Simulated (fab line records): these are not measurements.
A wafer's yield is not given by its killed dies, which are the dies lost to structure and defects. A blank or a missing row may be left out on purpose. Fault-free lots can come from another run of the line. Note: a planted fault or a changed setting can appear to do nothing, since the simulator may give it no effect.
A lot that was struck, set against a sound lot	flow n5 finfet	21 out of 1938 route steps
Sound: wafers L593.2, L593.3, L593.5. Wafers struck: L585.1, L585.2, L585.5. Last of all comes the cause.
Per side, at each step with rows, come the tool, then ch with its chambers, and then its first start. Under that, the readings that differ: sound wafers	struck wafers	difference of the means	sigmas: that difference in standard deviations of wafers without a fault.
alike: a reading whose means differ by less than 2 such deviations, as well as words and numbers matching on both sides. not compared: withheld readings; readings where some wafer has no value; bounds like >300 that might hide an equal value; numbers whose values overlap and for which the record gives no deviation.
The two part at a step that has a row with sigmas, a row that says differs or no value, or rows on one side only. Numbers that have no deviation but don't overlap get no sigmas and don't part them. Lack of a reading on every wafer of one side parts them only where that side has two or more wafers.

first, 6 steps without rows for these wafers: N5_BEOL_M4_COAT_05 (resist thk 30 nm); N5_BEOL_M4_EBR_07; N5_BEOL_M4_SOFTBAKE_06 (time 60 s); N5_BEOL_M4_EXPOSE_08 (exposes mask M4); N5_BEOL_M4_PEB_09 (peb time 60 s); N5_BEOL_M4_DEVELOP_10 (develop time 30 s).
N5_BEOL_M4_CD_MEAS_11: the cd target is 16.79 nm.
  sound on cd sem-03 ch 0, day 11 12:29; struck on cd sem-03 ch 0, day 9 04:53
  alike: cd nm
N5_BEOL_M4_OVL_MEAS_12:
  sound on overlay-01 ch 0, day 11 12:31; struck on overlay-01 ch 0, day 9 04:55
  alike: M4_OVL
N5_BEOL_M4_INSPECT_13: inspects for defects (brightfield).
  struck on defect inspect-02, day 9 04:58; sound on defect inspect-02, day 11 12:34
  alike: raw defect count
N5_BEOL_M4_DESCUM_16: chemistry O2, time 7 s.
  sound on rie diel-06 ch 1,3, day 11 12:37; struck on rie diel-06 ch 0,1,2, day 9 05:06
  alike: drypump motor current A, oes product au, rf vpp V, showerhead plenum p Torr, throttle valve pct
  not compared: rf hours counter h
N5_BEOL_M4_ETCH_74: etches underlayer in N2/H2, target depth 6.5 nm, time 5.2 s.
  sound on rie diel-06 ch 1,3, day 11 12:38; struck on rie diel-06 ch 0,1,2, day 9 05:08
  alike: bias w, chamber pressure mTorr, drypump motor current A, etch rf on time s, oes product au, rf vpp V, showerhead plenum p Torr, throttle valve pct
  not compared: rf hours counter h
N5_BEOL_M4_ETCH_63: etches SiARC in CF4, target depth 15.6 nm, time 26 s.
  sound on rie diel-06 ch 1,3, day 11 12:40; struck on rie diel-06 ch 0,1,2, day 9 05:09
  alike: bias w, cf4 flow sccm, drypump motor current A, etch rf on time s, oes product au, rf vpp V, showerhead plenum p Torr, throttle valve pct
  not compared: rf hours counter h
N5_BEOL_M4_ETCH_64: etches SOC in N2/H2, target depth 75 nm, overetch 22.5 nm, time 121.9 s.
  sound on rie diel-06 ch 1,3, day 11 12:41; struck on rie diel-06 ch 0,1,2, day 9 05:10
  no value came back on the struck wafers for any of 7 readings (bias w (W), chamber pressure mTorr (mTorr) and others); on the sound wafers bias w (W) reads 150.0 150.7 150.3
reading	sound	struck	difference	sigmas
model.CAR-EUV_of_BEOL_M4_COAT_05.thk nm (nm)	0 0 0	11.2 11.2 11	+11.1	
model.SiARC_of_BEOL_M4_COAT_62.thk nm (nm)	6.4 6.2 6.2	12 12 12	+6	
model.underlayer_of_BEOL_M4_COAT_73.thk nm (nm)	0 0 0	5 5 5	+5	
  not compared: rf hours counter h
then, 2 steps without rows for these wafers: N5_BEOL_M4_STRIP_65 (strips in N2/H2); N5_BEOL_M4_STRIP_75 (strips in N2/H2).
N5_BEOL_M4_STRIP_66: strips in CF4.
  sound on rie diel-06 ch 1,3, day 11 12:49; struck on rie diel-06 ch 0,1,2, day 9 05:19
  alike: drypump motor current A, oes product au, rf vpp V, showerhead plenum p Torr, throttle valve pct
  not compared: rf hours counter h
N5_BEOL_M4_HM_OPEN_17: chemistry Cl2/BCl3, target TiN, target depth 20 nm, overetch 6 nm.
  sound on rie metal-03 ch 0,1, day 11 12:52; struck on rie metal-03 ch 0,1, day 9 05:21
reading	sound	struck	difference	sigmas
oes product au (a.u.)	0.63 0.75 0.74	0.33 0.28 0.33	-0.39	-8
throttle valve pct (%)	22.08 21.80 21.82	22.46 22.72 22.45	+0.64	+4
  alike: bcl3 flow sccm, drypump motor current A
  not compared: rf hours counter h
N5_BEOL_M4_STRIP_19: strips in O2.
  sound on rie diel-05 ch 2,3, day 11 12:58; struck on rie diel-06 ch 0,1, day 9 05:29
  alike: drypump motor current A, oes product au, rf vpp V, showerhead plenum p Torr, throttle valve pct
  not compared: rf hours counter h
N5_BEOL_M4_CD_MEAS_18: pitch 36 nm, target cd 18 nm.
  struck on cd sem-01, day 9 05:33; sound on cd sem-02, day 11 13:02
reading	sound	struck	difference	sigmas
cd nm (nm)	18.5 17.7 18.2	- - -	no value on the struck wafers	
then, 1 step without rows for these wafers: N5_BEOL_M4_COAT_67 (time 60 s, resist thk 60 nm).
N5_BEOL_M4_RC_MEAS_101:
  the record has rows for the sound wafers here (prober-01 ch 0, day 12 00:28) and none for the struck ones

== WHERE THEY PART ==
At N5_BEOL_M4_ETCH_64 first; at N5_BEOL_M4_RC_MEAS_101 last (within this record only).

WHY: what had been put in by the simulator
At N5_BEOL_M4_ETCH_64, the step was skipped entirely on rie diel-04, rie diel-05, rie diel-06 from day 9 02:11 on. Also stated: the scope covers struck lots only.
